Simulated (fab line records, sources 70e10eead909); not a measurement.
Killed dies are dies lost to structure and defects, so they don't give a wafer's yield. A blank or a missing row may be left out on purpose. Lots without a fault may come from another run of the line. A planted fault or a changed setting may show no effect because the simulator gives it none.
fab line records | flow nand_harc
record lots=5 wafers=15 last_day=30
route steps=1302 shown P_GATE@207 P_CONTACT@217
lots that met no fault: from a run of the same line without faults
start_h: hours from the record's first day to the start of the lot's first wafer shown | wait_h: hours since the lot's step before | " the same as in the row above | L1.1+2: a row that stands for several wafers | - no value, or no start given | * or withheld: withheld | < > ~ a bound
route shown NAME@n: a module of which the file shows steps, and the number in the route of the first | usual: mean/standard deviation of fault-free wafers | same: alike in all rows | chamber/n: place in a boat | sites: the reading at each site | _std_site: their standard deviation | _edge_site: outer sites' mean less inner sites' | radius_mm: how far each site lies from the wafer's centre | mask NAME#n: copy n | behind: the tool/chamber that last shaped the wafer | hold: why the lot was held/for how many hours/how that ended | device: the transistor (n, p or np) that didn't switch | end of line: the same wafers' tests at the end of the route | a step without rows: its recipe alone | killed: dies lost to structure and defects at the first sort, not the wafer's yield | map: a wafer's dies, x killed, . not, _ none there
set.NAME: the setting as run; set.NAME@STEP: as run at that earlier step | model.NAME: the simulator's own value behind a step, which no gauge read
lots at some steps of the route; a table a step, a row a wafer
services: from which hour (start_h, from the record's first day; less than 0 if before it) a tool's chamber was out of use, for how many hours, and why
## steps
# step NHARC_P_GATE_RTA_64
# recipe temp_c=1050 time_s=1
# usual anneal_temp_c_max=1055.4/1.2 lamp_power_pct=34.8/2 lamp_zone_3_pct=34.8/2 wafer_temp_C_max=1053.7/1
# same time_s=1
# columns lot.wafer tool chamber start_h wait_h anneal_temp_c_max lamp_power_pct lamp_zone_3_pct wafer_temp_C_max
L080.1 rtp_anneal-02 0 177.67 - 1056.0 31.6 31.6 1054.2
L080.2 " 0 " " 1057.3 31.6 31.6 1054.2
L080.4 " 0 " " 1056.9 31.6 31.7 1054.6
L082.2 rtp_anneal-01 0 189.30 - 1053.7 36.0 36.1 1053.6
L082.4 " 0 " " 1054.6 36.0 36.1 1052.3
L082.6 " 0 " " 1053.4 36.1 36.0 1052.2
L083.3 rtp_anneal-01 0 203.19 - 1054.0 36.0 36.1 1055.4
L083.4 " 0 " " 1055.3 36.0 36.1 1053.1
L083.6 " 0 " " 1054.6 36.0 36.0 1055.0
L088.1 rtp_anneal-01 0 259.98 - 1056.0 36.0 35.9 1054.0
L088.2 " 0 " " 1054.5 35.9 36.0 1052.8
L088.3 " 0 " " 1055.4 36.0 36.0 1052.8
L087.2 rtp_anneal-02 0 260.77 - 1056.3 31.7 31.7 1055.1
L087.3 " 0 " " 1057.2 31.7 31.6 1054.8
L087.4 " 0 " " 1055.1 31.7 31.6 1054.9
# step NHARC_P_GATE_ETCH_77
# recipe target_depth_a=60 chemistry=dHF material=SiO2
# columns lot.wafer tool chamber start_h wait_h
L080.2+1+4 wet_bench-03 6,0,2 177.87 0.1
L082.2+6+4 wet_bench-03 2,3,4 189.48 0.2
L083.3+6+4 wet_bench-09 6,0,2 203.34 0.1
L088.1+2+3 wet_bench-03 4,0,1 260.17 0.2
L087.2+4+3 wet_bench-01 2,5,7 260.94 0.1
# step NHARC_P_GATE_DEGAS_109
# recipe temp_c=300 time_s=60
# usual heater_power_w=487/61
# same time_s=60
# columns lot.wafer tool chamber start_h wait_h heater_power_w
L080.2 pvd_sputter-02 - 177.97 0.1 487
L080.4 " - " " 398
L080.1 " - " " 435
L082.2 pvd_sputter-02 - 189.59 0.1 480
L082.4 " - " " 437
L082.6 " - " " 471
L083.3 pvd_sputter-02 - 203.45 0.1 434
L083.4 " - " " 476
L083.6 " - " " 404
L088.2 pvd_sputter-03 - 260.28 0.1 409
L088.1 " - " " 474
L088.3 " - " " 489
L087.2 pvd_sputter-01 - 261.04 0.1 583
L087.3 " - " " 516
L087.4 " - " " 519
# step NHARC_P_GATE_PRE_CLEAN_110
# recipe time_s=30 bias_v=200 gas=Ar
# usual bias_v=200.1/2.4
# same time_s=30
# columns lot.wafer tool chamber start_h wait_h bias_v
L080.4 pvd_sputter-02 - - - 200.7
L080.1 " - " " 199.7
L080.2 " - " " 204.6
L082.4 pvd_sputter-02 - - - 197.6
L082.2 " - " " 203.8
L082.6 " - " " 200.6
L083.3 pvd_sputter-02 - - - 201.1
L083.4 " - " " 202.7
L083.6 " - " " 202.6
L088.1 pvd_sputter-03 - - - 199.6
L088.2 " - " " 200.4
L088.3 " - " " 203.4
L087.4 pvd_sputter-01 - - - 199.4
L087.3 " - " " 200.2
L087.2 " - " " 200.9
# step NHARC_P_GATE_SPUTTER_78
# recipe target_thk_a=100 material=Ni
# columns lot.wafer tool chamber start_h wait_h
L080.2+1+4 pvd_sputter-02 - - -
L082.2+4+6 pvd_sputter-02 - - -
L083.3+4+6 pvd_sputter-02 - - -
L088.3+2+1 pvd_sputter-03 - - -
L087.4+2+3 pvd_sputter-01 - - -
# step NHARC_P_GATE_SPUTTER_79
# recipe target_thk_a=100 material=TiN
# columns lot.wafer tool chamber start_h wait_h
L080.4+2+1 pvd_sputter-02 - - -
L082.2+4+6 pvd_sputter-02 - - -
L083.4+3+6 pvd_sputter-02 - - -
L088.3+2+1 pvd_sputter-03 - - -
L087.4+2+3 pvd_sputter-01 - - -
# step NHARC_P_GATE_RTA_80
# recipe temp_c=300 time_s=30
# usual anneal_temp_c_max=301.6/0.38 wafer_temp_C_max=301.2/0.39
# same time_s=30
# columns lot.wafer tool chamber start_h wait_h anneal_temp_c_max wafer_temp_C_max
L080.1 rtp_anneal-02 0 178.27 - 302.3 301.0
L080.2 " 0 " " 302.3 301.5
L080.4 " 0 " " 301.6 301.6
L082.2 rtp_anneal-02 0 189.91 - 301.5 301.0
L082.4 " 0 " " 302.0 301.7
L082.6 " 0 " " 302.2 301.3
L083.3 rtp_anneal-02 0 203.79 - 301.7 301.5
L083.4 " 0 " " 301.9 301.3
L083.6 " 0 " " 301.8 301.4
L088.1 rtp_anneal-01 0 260.57 - 302.1 301.3
L088.2 " 0 " " 301.2 301.1
L088.3 " 0 " " 301.3 301.3
L087.2 rtp_anneal-02 0 261.37 - 301.5 300.9
L087.3 " 0 " " 301.4 300.7
L087.4 " 0 " " 301.6 300.8
# step NHARC_P_GATE_STRIP_67
# recipe time_s=600 temp_c=130 chemistry=SPM
# same time_s=600
# columns lot.wafer tool chamber start_h wait_h
L080.1+2+4 wet_bench-03 5,6,0 178.48 0.2
L082.6+2+4 wet_bench-09 5,6,1 190.10 0.0
L083.3+6+4 wet_bench-03 0,2,3 203.94 0.1
L088.1+2+3 wet_bench-03 7,2,3 260.77 0.2
L087.2+4+3 wet_bench-01 4,5,7 261.55 0.1
# step NHARC_P_GATE_RTA_82
# recipe temp_c=450 time_s=30
# usual anneal_temp_c_max=452.5/0.51 lamp_power_pct=3.88/0.24 lamp_zone_3_pct=3.88/0.24 wafer_temp_C_max=451.9/0.49
# same time_s=30
# columns lot.wafer tool chamber start_h wait_h anneal_temp_c_max lamp_power_pct lamp_zone_3_pct wafer_temp_C_max
L080.1 rtp_anneal-02 0 178.72 - 452.9 3.71 3.70 452.0
L080.2 " 0 " " 452.8 3.71 3.71 452.6
L080.4 " 0 " " 452.5 3.71 3.71 451.9
L082.2 rtp_anneal-01 0 190.38 - 451.9 4.22 4.22 450.9
L082.4 " 0 " " 452.1 4.22 4.22 450.8
L082.6 " 0 " " 451.7 4.21 4.22 451.0
L083.3 rtp_anneal-01 0 204.25 - 451.3 4.22 4.22 451.8
L083.4 " 0 " " 451.2 4.22 4.22 451.3
L083.6 " 0 " " 451.6 4.22 4.22 451.6
L088.1 rtp_anneal-01 0 261.03 - 452.0 4.22 4.22 451.5
L088.2 " 0 " " 451.5 4.22 4.22 451.2
L088.3 " 0 " " 452.0 4.22 4.22 451.2
L087.2 rtp_anneal-02 0 261.83 - 452.5 3.71 3.71 451.7
L087.3 " 0 " " 452.9 3.71 3.71 453.2
L087.4 " 0 " " 453.5 3.71 3.71 452.3
# step NHARC_P_GATE_INSPECT_68
# usual raw_defect_count=201/81
# columns lot.wafer tool chamber start_h wait_h raw_defect_count
L080.1 defect_inspect-01 - 178.92 0.2 175
L080.2 " - " " 213
L080.4 " - " " 319
L082.2 defect_inspect-02 - 190.55 0.1 115
L082.4 " - " " 195
L082.6 " - " " 128
L083.3 defect_inspect-02 - 204.39 0.1 137
L083.4 " - " " 156
L083.6 " - " " 300
L088.1 defect_inspect-02 - 261.23 0.2 157
L088.2 " - " " 202
L088.3 " - " " 191
L087.2 defect_inspect-02 - 262.00 0.1 203
L087.3 " - " " 192
L087.4 " - " " 155
# step NHARC_P_CONTACT_DEP_30
# recipe target_thk_a=300 temp_c=400 target_thk_nm=30 flow_sccm=200 rf_w=450 material=SiNx
# usual heater_power_w=686/91 rf_fwd_power_W=448.5/1.2
# columns lot.wafer tool chamber start_h wait_h heater_power_w rf_fwd_power_W since_wet_clean_h
L080.2 pecvd-03 2 179.01 0.1 674 448.3 162
L080.1 " 1 " " 692 449.9 162
L080.4 " 0 " " 832 447.2 -
L082.2 pecvd-02 1 190.69 0.1 596 448.5 131
L082.6 " 2 " " 480 447.6 -
L082.4 " 1 " " 586 446.6 -
L083.3 pecvd-03 0 204.50 0.1 844 449.1 7
L083.6 " 0 " " 832 447.4 -
L083.4 " 1 " " 799 448.3 -
L088.1 pecvd-02 2 261.29 0.1 514 447.3 21
L088.2 " 0 " " 634 449.1 21
L088.3 " 1 " " 702 448.7 21
L087.2 pecvd-03 0 262.10 0.1 734 450.6 64
L087.3 " 1 " " 818 446.5 64
L087.4 " 0 " " 730 447.0 -
# step NHARC_P_CONTACT_DEP_00
# recipe target_thk_a=5000 temp_c=400 pressure_torr=6.5 rf_w=900 teos_flow_sccm=161.4 flow_sccm=2650 target_thk_nm=500 gas=O2 material=SiO2
# usual flow_sccm=2649/7.9 heater_power_w=533/82 rf_fwd_power_W=897.3/2.8 throttle_valve_pct=15.7/0.56
# columns lot.wafer tool chamber start_h wait_h flow_sccm heater_power_w rf_fwd_power_W since_wet_clean_h throttle_valve_pct
L080.2 pecvd-03 2 - - 2654 498 900.9 162 14.9
L080.1 " 1 " " 2648 585 893.2 162 15.6
L080.4 " 0 " " 2650 643 896.9 - 16.2
L082.2 pecvd-02 1 - - 2657 525 899.9 132 16.1
L082.6 " 2 " " 2643 332 894.2 - 16.0
L082.4 " 1 " " 2665 537 897.6 - 15.8
L083.3 pecvd-03 0 - - 2660 678 896.7 7 15.9
L083.6 " 0 " " 2654 519 894.9 - 15.8
L083.4 " 1 " " 2659 612 897.6 - 15.4
L088.1 pecvd-02 2 - - 2635 382 897.0 21 15.7
L088.2 " 0 " " 2658 567 894.1 21 15.8
L088.3 " 1 " " 2643 445 895.5 21 15.7
L087.2 pecvd-03 0 - - 2656 626 896.7 64 16.0
L087.3 " 1 " " 2648 541 897.4 64 15.5
L087.4 " 0 " " 2634 637 897.1 - 16.1
# step NHARC_P_CONTACT_CMP_01
# recipe target_thk_nm=200 material=SiO2
# usual motor_current_A=12.3/1.2
# columns lot.wafer tool chamber start_h wait_h motor_current_A
L080.1 cmp-02 1 179.74 - 13.0
L080.2 " 2 " " 12.4
L080.4 " 3 " " 11.3
L082.4 cmp-02 1 191.33 - 12.5
L082.2 " 3 " " 10.6
L082.6 " 2 " " 12.7
L083.4 cmp-02 0 205.17 - 14.2
L083.3 " 3 " " 11.0
L083.6 " 1 " " 12.2
L088.2 cmp-03 1 262.01 - 10.3
L088.1 " 3 " " 13.9
L088.3 " 0 " " 13.3
L087.2 cmp-03 3 262.78 - 13.5
L087.4 " 0 " " 13.2
L087.3 " 1 " " 10.7
# step NHARC_P_CONTACT_SRD_03
# columns lot.wafer tool chamber start_h wait_h
L080.4+2+1 wet_bench-02 2,3,4 180.03 0.1
L082.6+2+4 wet_bench-02 4,6,0 191.63 0.0
L083.3+4+6 wet_bench-02 6,7,1 205.48 0.0
L088.2+3+1 wet_bench-02 1,2,4 262.31 0.0
L087.3+2+4 wet_bench-06 2,4,5 263.08 0.0
# step NHARC_P_CONTACT_DEHYDRATE_04
# recipe temp_c=150 time_s=120
# same time_s=120
# columns lot.wafer tool chamber start_h wait_h
L080.1+2+4 litho_track-01 0 180.10 0.1
L082.2+4+6 litho_track-04 0 191.71 0.1
L083.3+4+6 litho_track-01 0 205.58 0.1
L088.1+2+3 litho_track-06 0 262.38 0.1
L087.2+3+4 litho_track-01 0 263.16 0.1
# step NHARC_P_CONTACT_HMDS_05
# recipe time_s=30
# same time_s=30
# columns lot.wafer tool chamber start_h wait_h
L080.1+2+4 litho_track-01 0 - -
L082.2+4+6 litho_track-04 0 - -
L083.3+4+6 litho_track-01 0 - -
L088.1+2+3 litho_track-06 0 - -
L087.2+3+4 litho_track-01 0 - -
# step NHARC_P_CONTACT_COAT_33
# recipe temp_c=260 time_s=75
# same time_s=75
# columns lot.wafer tool chamber start_h wait_h
L080.1+2+4 litho_track-01 0 - -
L082.2+4+6 litho_track-04 0 - -
L083.3+4+6 litho_track-01 0 - -
L088.1+2+3 litho_track-06 0 - -
L087.2+3+4 litho_track-01 0 - -
# step NHARC_P_CONTACT_COAT_34
# recipe temp_c=225 time_s=65
# same time_s=65
# columns lot.wafer tool chamber start_h wait_h
L080.1+2+4 litho_track-01 0 - -
L082.2+4+6 litho_track-04 0 - -
L083.3+4+6 litho_track-01 0 - -
L088.1+2+3 litho_track-06 0 - -
L087.2+3+4 litho_track-01 0 - -
# step NHARC_P_CONTACT_COAT_06
# recipe spin_rpm=1500 resist_thk_nm=90
# usual dispense_pressure_kPa=52.3/0.78
# columns lot.wafer tool chamber start_h wait_h dispense_pressure_kPa
L080.1 litho_track-01 0 - - 53.0
L080.2 " 0 " " 53.0
L080.4 " 0 " " 53.0
L082.2 litho_track-04 0 - - 52.5
L082.4 " 0 " " 52.5
L082.6 " 0 " " 52.5
L083.3 litho_track-01 0 - - 53.0
L083.4 " 0 " " 53.0
L083.6 " 0 " " 53.0
L088.1 litho_track-06 0 - - 51.2
L088.2 " 0 " " 51.2
L088.3 " 0 " " 51.1
L087.2 litho_track-01 0 - - 53.0
L087.3 " 0 " " 53.0
L087.4 " 0 " " 53.0
# step NHARC_P_CONTACT_SOFTBAKE_07
# recipe temp_c=105 time_s=55
# same time_s=55
# columns lot.wafer tool chamber start_h wait_h
L080.1+2+4 litho_track-01 0 - -
L082.2+4+6 litho_track-04 0 - -
L083.3+4+6 litho_track-01 0 - -
L088.1+2+3 litho_track-06 0 - -
L087.2+3+4 litho_track-01 0 - -
# step NHARC_P_CONTACT_EBR_08
# columns lot.wafer tool chamber start_h wait_h
L080.1+2+4 litho_track-01 0 - -
L082.2+4+6 litho_track-04 0 - -
L083.3+4+6 litho_track-01 0 - -
L088.1+2+3 litho_track-06 0 - -
L087.2+3+4 litho_track-01 0 - -
# step NHARC_P_CONTACT_EXPOSE_09
# recipe na=1.35 target_cd_nm=90 dose_mj=81.26 mask_id=P_CA
# usual reticle_temp_C=23.01/0.11 stage_vel_mm_s=499.97/0.24
# same na=1.35
# columns lot.wafer tool chamber start_h wait_h mask reticle_temp_C stage_vel_mm_s
L080.1 arfi_scanner-02 0 180.41 - P_CA#0 22.82 500.17
L080.2 " 0 " " P_CA#0 22.92 500.26
L080.4 " 0 " " P_CA#0 23.02 499.91
L082.2 arfi_scanner-02 0 192.02 - P_CA#0 22.93 499.63
L082.4 " 0 " " P_CA#0 23.11 499.88
L082.6 " 0 " " P_CA#0 22.98 499.92
L083.3 arfi_scanner-03 0 205.90 - P_CA#0 23.17 499.90
L083.4 " 0 " " P_CA#0 22.98 500.11
L083.6 " 0 " " P_CA#0 23.05 499.59
L088.1 arfi_scanner-03 0 262.69 - P_CA#0 23.04 499.69
L088.2 " 0 " " P_CA#0 23.00 499.80
L088.3 " 0 " " P_CA#0 23.28 499.64
L087.2 arfi_scanner-01 0 263.47 - P_CA#0 22.99 499.62
L087.3 " 0 " " P_CA#0 22.88 499.51
L087.4 " 0 " " P_CA#0 22.94 499.93
# step NHARC_P_CONTACT_PEB_10
# recipe peb_temp_c=100 peb_time_s=65
# columns lot.wafer tool chamber start_h wait_h
L080.1+2+4 litho_track-04 0 180.47 0.1
L082.2+4+6 litho_track-06 0 192.08 0.1
L083.3+4+6 litho_track-01 0 205.95 0.0
L088.1+2+3 litho_track-04 0 262.76 0.1
L087.2+3+4 litho_track-04 0 263.53 0.1
# step NHARC_P_CONTACT_DEVELOP_11
# recipe develop_time_s=35 dev_temp_c=23
# columns lot.wafer tool chamber start_h wait_h
L080.1+2+4 litho_track-04 0 - -
L082.2+4+6 litho_track-06 0 - -
L083.3+4+6 litho_track-01 0 - -
L088.1+2+3 litho_track-04 0 - -
L087.2+3+4 litho_track-04 0 - -
# step NHARC_P_CONTACT_CD_MEAS_12
# recipe target_cd_nm=90 landing_energy_ev=500
# usual cd_nm=90.0/0.6
# same landing_energy_ev=500
# columns lot.wafer tool chamber start_h wait_h cd_nm
L080.1 cd_sem-03 0 180.55 - 89.6
L080.2 " 0 " " 90.9
L080.4 " 0 " " 90.1
L082.2 cd_sem-02 0 192.16 - 90.5
L082.4 " 0 " " 90.4
L082.6 " 0 " " 89.6
L083.3 cd_sem-02 0 206.03 - 91.3
L083.4 " 0 " " 90.1
L083.6 " 0 " " 90.3
L088.1 cd_sem-02 0 262.83 - 89.7
L088.2 " 0 " " 89.5
L088.3 " 0 " " 90.3
L087.2 cd_sem-02 0 263.61 - 90.0
L087.3 " 0 " " 90.9
L087.4 " 0 " " 90.9
# step NHARC_P_CONTACT_OVL_MEAS_13
# usual overlay_x_nm=0.0/0.69 overlay_y_nm=-0.2/0.85
# columns lot.wafer tool chamber start_h wait_h overlay_x_nm overlay_y_nm
L080.1 overlay-02 - 180.64 - 0.9 0.8
L080.2 " - " " 1.5 1.0
L080.4 " - " " 1.5 1.0
L082.2 overlay-02 - 192.25 - -0.1 -0.9
L082.4 " - " " 0.3 -1.5
L082.6 " - " " 0.0 -1.2
L083.3 overlay-01 - 206.11 - 0.2 0.0
L083.4 " - " " 0.8 0.0
L083.6 " - " " 0.5 -0.1
L088.1 overlay-01 - 262.92 - 0.0 -1.0
L088.2 " - " " 0.0 -0.9
L088.3 " - " " 0.1 -0.7
L087.2 overlay-01 - 263.70 - -0.6 0.4
L087.3 " - " " -0.2 0.8
L087.4 " - " " -0.4 0.9
# step NHARC_P_CONTACT_INSPECT_14
# usual raw_defect_count=4.2/2.1
# columns lot.wafer tool chamber start_h wait_h raw_defect_count
L080.1 defect_inspect-02 - 180.67 0.0 6
L080.2 " - " " 5
L080.4 " - " " 4
L082.2 defect_inspect-02 - 192.28 0.0 5
L082.4 " - " " 3
L082.6 " - " " 7
L083.3 defect_inspect-01 - 206.17 0.1 2
L083.4 " - " " 7
L083.6 " - " " 3
L088.1 defect_inspect-01 - 262.96 0.0 2
L088.2 " - " " 5
L088.3 " - " " 2
L087.2 defect_inspect-02 - 263.74 0.0 2
L087.3 " - " " 3
L087.4 " - " " 3
# step NHARC_P_CONTACT_DESCUM_17
# recipe time_s=3 o2_flow_sccm=200 ar_flow_sccm=0 bias_power_w=0 chemistry=O2
# usual drypump_motor_current_A=5.87/0.29 oes_product_au=0.997/0.012 rf_vpp_V=57.8/0.97 showerhead_plenum_p_Torr=1.92/0.084 throttle_valve_pct=11.312/0.0094
# same time_s=3
# columns lot.wafer tool chamber start_h wait_h drypump_motor_current_A oes_product_au rf_hours_counter_h rf_vpp_V showerhead_plenum_p_Torr throttle_valve_pct
L080.4 rie_diel-10 0 180.73 0.1 5.76 0.990 2.1 58.5 2.01 11.304
L080.2 " 1 " " 5.78 1.015 2.3 57.1 2.07 11.308
L080.1 " 3 " " 6.04 0.997 2.4 58.4 1.87 11.310
L082.4 rie_diel-05 0 192.35 0.1 5.33 0.994 7.3 57.3 1.79 11.321
L082.2 " 3 " " 5.96 1.001 8.3 56.6 1.83 11.310
L082.6 " 0 " " 5.39 0.995 - 56.7 1.79 11.301
L083.3 rie_diel-10 3 206.23 0.1 6.03 1.004 3.1 58.3 1.87 11.311
L083.6 " 3 " " 6.02 1.002 - 57.1 1.87 11.318
L083.4 " 2 " " 5.94 0.981 - 57.4 1.84 11.313
L088.3 rie_diel-08 3 263.02 0.1 6.23 0.988 1.5 59.3 1.98 11.314
L088.1 " 0 " " 6.22 1.001 1.6 57.8 1.95 11.310
L088.2 " 1 " " 6.09 0.981 1.6 56.9 1.85 11.314
L087.2 rie_diel-10 0 263.81 0.1 5.80 0.990 0.4 57.3 2.00 11.321
L087.3 " 1 " " 5.79 0.999 0.3 57.3 2.07 11.310
L087.4 " 2 " " 5.90 1.003 0.4 56.3 1.84 11.317
# step NHARC_P_CONTACT_ETCH_35
# recipe target_depth_a=390 over_etch_frac=0.3 time_s=65 ion_energy_ev=80 cf4_flow_sccm=150 ar_flow_sccm=0 rf_w=300 bias_w=100 chemistry=CF4
# usual drypump_motor_current_A=5.85/0.29 oes_product_au=0.997/0.011 rf_fwd_power_W=297.2/1.1 rf_vpp_V=151.4/1.3 showerhead_plenum_p_Torr=1.77/0.072 throttle_valve_pct=13.283/0.0083
# same over_etch_frac=0.3 time_s=65
# columns lot.wafer tool chamber start_h wait_h drypump_motor_current_A oes_product_au rf_fwd_power_W rf_hours_counter_h rf_vpp_V showerhead_plenum_p_Torr throttle_valve_pct
L080.1 rie_diel-10 0 180.90 0.1 5.78 0.983 300.4 2.2 153.1 1.85 13.283
L080.4 " 1 " " 5.79 1.007 297.2 2.3 152.8 1.90 13.300
L080.2 " 2 " " 5.93 0.980 297.9 2.5 150.2 1.71 13.283
L082.2 rie_diel-05 0 192.43 0.1 5.35 0.999 296.6 7.3 149.2 1.66 13.283
L082.4 " 3 " " 5.94 1.002 297.7 8.3 150.4 1.69 13.273
L082.6 " 1 " " 5.62 0.994 297.9 - 152.6 1.76 13.277
L083.3 rie_diel-10 2 206.35 0.1 5.94 0.981 296.7 3.2 151.6 1.70 13.263
L083.6 " 3 " " 6.03 1.017 297.5 - 150.6 1.73 13.281
L083.4 " 2 " " 5.94 0.986 296.7 - 150.2 1.70 13.275
L088.2 rie_diel-08 1 263.11 0.1 6.07 0.975 295.9 1.6 150.8 1.72 13.291
L088.3 " 3 " " 6.23 0.991 296.1 1.5 151.4 1.83 13.274
L088.1 " 0 " " 6.23 1.002 296.3 1.7 151.9 1.80 13.290
L087.2 rie_diel-10 3 263.88 0.1 6.04 1.004 298.2 0.4 151.0 1.73 13.278
L087.4 " 0 " " 5.77 0.976 297.1 0.4 152.4 1.85 13.281
L087.3 " 2 " " 5.93 1.011 297.6 0.4 149.8 1.70 13.274
# step NHARC_P_CONTACT_ETCH_36
# recipe target_depth_a=2600 over_etch_frac=0.25 time_s=406.25 ion_energy_ev=200 n2_flow_sccm=150 h2_flow_sccm=150 ar_flow_sccm=0 rf_w=400 bias_w=150 chemistry=N2/H2
# usual drypump_motor_current_A=5.90/0.28 oes_product_au=0.998/0.011 rf_fwd_power_W=399.3/1.3 rf_vpp_V=430.7/2.7 showerhead_plenum_p_Torr=2.05/0.092 throttle_valve_pct=14.171/0.0093
# same over_etch_frac=0.25 time_s=406.25
# columns lot.wafer tool chamber start_h wait_h drypump_motor_current_A oes_product_au rf_fwd_power_W rf_hours_counter_h rf_vpp_V showerhead_plenum_p_Torr throttle_valve_pct
L080.1 rie_diel-10 3 - - 6.06 1.003 399.7 2.6 430.0 1.99 14.153
L080.2 " 0 " " 5.76 0.989 399.5 2.3 431.7 2.14 14.163
L080.4 " 1 " " 5.80 1.010 399.8 2.4 432.8 2.21 14.161
L082.4 rie_diel-05 3 - - 5.99 1.010 399.7 8.4 427.6 1.94 14.149
L082.2 " 0 " " 5.34 1.002 400.6 7.4 426.3 1.91 14.166
L082.6 " 3 " " 5.97 1.002 397.7 - 428.2 1.95 14.180
L083.3 rie_diel-10 3 - - 6.02 1.007 400.5 3.2 429.2 1.99 14.176
L083.6 " 2 " " 5.92 0.976 400.1 - 427.7 1.96 14.176
L083.4 " 1 " " 5.78 1.014 399.7 - 435.4 2.21 14.182
L088.1 rie_diel-08 2 - - 5.09 1.000 400.8 1.7 431.3 2.06 14.185
L088.2 " 0 " " 6.23 1.013 398.0 1.7 430.3 2.08 14.164
L088.3 " 1 " " 6.09 0.981 398.4 1.7 428.1 1.97 14.175
L087.3 rie_diel-10 0 - - 5.75 0.979 399.1 0.5 433.0 2.14 14.169
L087.4 " 1 " " 5.80 0.994 400.8 0.4 434.7 2.21 14.174
L087.2 " 3 " " 6.02 0.999 398.0 0.5 428.6 1.99 14.178
# step NHARC_P_CONTACT_ETCH_18
# recipe target_depth_a=4810 time_s=240.5 c4f8_flow_sccm=20 o2_flow_sccm=10 ar_flow_sccm=withheld rf_w=600 bias_w=1500 chemistry=C4F8/O2/Ar
# usual oes_product_au=0.951/0.021 rf_fwd_power_W=598.3/1.8 rf_vpp_V=978/5.5
# same time_s=240.5
# columns lot.wafer tool chamber start_h wait_h oes_product_au rf_fwd_power_W rf_hours_counter_h rf_vpp_V
L080.4 rie_diel-10 1 - - 0.967 598.9 2.5 988
L080.2 " 2 " " 0.924 597.4 2.8 974
L080.1 " 3 " " 0.967 595.4 2.8 975
L082.2 rie_diel-05 3 - - 0.952 595.4 8.6 973
L082.4 " 0 " " 0.929 599.4 7.5 970
L082.6 " 1 " " 0.925 601.2 - 978
L083.3 rie_diel-10 3 - - 0.958 600.1 3.4 974
L083.4 " 1 " " 0.966 594.3 - 988
L083.6 " 3 " " 0.970 595.6 - 974
L088.3 rie_diel-08 0 - - 0.961 594.4 1.8 982
L088.1 " 2 " " 0.969 599.3 1.9 978
L088.2 " 3 " " 0.952 598.4 1.8 983
L087.4 rie_diel-10 0 - - 0.953 597.6 0.7 985
L087.3 " 2 " " 0.979 597.5 0.5 974
L087.2 " 3 " " 0.969 598.8 0.6 976
# step NHARC_P_CONTACT_STRIP_37
# recipe c4f8_flow_sccm=withheld o2_flow_sccm=8 ar_flow_sccm=withheld bias_w=0 chemistry=C4F8/O2/Ar
# columns lot.wafer tool chamber start_h wait_h
L080.4+2+1 rie_diel-10 0,1,2 - -
L082.4+2+6 rie_diel-05 1,2,0 - -
L083.3+4+6 rie_diel-10 1,2,3 - -
L088.2+3+1 rie_diel-08 0,2,3 - -
L087.2+4+3 rie_diel-10 3,0,1 - -
# step NHARC_P_CONTACT_ETCH_31
# recipe target_depth_a=300 time_s=85.7 ion_energy_ev=120 over_etch_frac=1 ch3f_flow_sccm=50 o2_flow_sccm=30 ar_flow_sccm=200 rf_w=500 bias_w=100 chemistry=CH3F/O2
# usual drypump_motor_current_A=5.87/0.29 oes_product_au=0.971/0.018 rf_fwd_power_W=496.3/1.5 rf_vpp_V=244.4/1.6 showerhead_plenum_p_Torr=2.46/0.1 throttle_valve_pct=20.663/0.009
# same over_etch_frac=1 time_s=85.7
# columns lot.wafer tool chamber start_h wait_h drypump_motor_current_A oes_product_au rf_fwd_power_W rf_hours_counter_h rf_vpp_V showerhead_plenum_p_Torr throttle_valve_pct
L080.1 rie_diel-10 1 - - 5.80 0.981 496.2 2.6 245.8 2.65 20.665
L080.2 " 3 " " 6.03 0.968 496.9 2.8 243.5 2.40 20.673
L080.4 " 0 " " 5.79 0.960 497.4 2.4 245.0 2.57 20.656
L082.4 rie_diel-05 1 - - 5.61 0.968 498.1 7.5 245.4 2.45 20.671
L082.2 " 0 " " 5.35 0.964 495.7 7.6 242.2 2.31 20.667
L082.6 " 2 " " 6.20 0.963 496.6 - 245.7 2.50 20.655
L083.4 rie_diel-10 2 - - 5.94 0.962 496.4 3.6 240.8 2.37 20.665
L083.3 " 3 " " 6.04 0.992 496.2 3.5 243.3 2.40 20.662
L083.6 " 1 " " 5.80 0.992 495.7 - 245.1 2.65 20.649
L088.1 rie_diel-08 1 - - 6.09 0.970 495.2 1.9 243.7 2.38 20.664
L088.2 " 3 " " 6.24 0.969 494.3 1.8 246.1 2.54 20.663
L088.3 " 0 " " 6.26 0.982 497.6 1.9 245.0 2.50 20.668
L087.4 rie_diel-10 2 - - 5.92 0.985 497.7 0.6 243.3 2.37 20.674
L087.3 " 0 " " 5.80 0.961 499.3 0.8 246.4 2.57 20.671
L087.2 " 1 " " 5.79 0.987 497.7 0.7 248.2 2.65 20.646
# step NHARC_P_CONTACT_CD_MEAS_19
# usual cd_nm=89.7/1.6
# columns lot.wafer tool chamber start_h wait_h cd_nm
L080.1 cd_sem-03 - 181.68 - 88.5
L080.2 " - " " 90.3
L080.4 " - " " 89.3
L082.2 cd_sem-01 - 193.22 - 92.3
L082.4 " - " " 92.5
L082.6 " - " " 90.6
L083.3 cd_sem-01 - 207.23 - 90.0
L083.4 " - " " 87.4
L083.6 " - " " 90.2
L088.1 cd_sem-02 - 263.89 - 89.1
L088.2 " - " " 91.4
L088.3 " - " " 91.9
L087.2 cd_sem-03 - 264.67 - 89.1
L087.3 " - " " 88.1
L087.4 " - " " 90.1
## services
# columns tool chamber start_h hours kind
litho_track-01 - 155.00 7.0 pm
rie_diel-10 2 160.15 16.9 repair
pvd_sputter-03 - 175.37 10.0 pm
pecvd-02 - 176.27 1.7 repair
wet_bench-09 - 176.80 8.0 pm
litho_track-06 - 179.00 7.0 pm
rie_diel-05 - 179.05 1.7 repair
rie_diel-08 3 184.47 3.8 repair
pecvd-03 - 185.02 13.0 pm
rie_diel-08 - 190.80 9.0 pm
litho_track-04 - 203.00 7.0 pm
rie_diel-10 0 204.64 2.4 repair
wet_bench-03 - 210.40 8.0 pm
pecvd-02 - 210.41 5.7 repair
rie_diel-08 3 211.20 6.9 repair
pvd_sputter-01 - 226.00 10.0 pm
pecvd-02 - 227.34 13.0 pm
rie_diel-05 - 229.63 9.0 pm
cmp-02 - 232.65 4.0 pm
wet_bench-02 - 236.79 8.0 pm
rie_diel-10 - 242.59 9.0 pm
pecvd-03 - 243.28 0.3 repair
cmp-02 - 251.29 1.1 repair
cmp-02 - 261.82 0.8 repair
## key
fault none
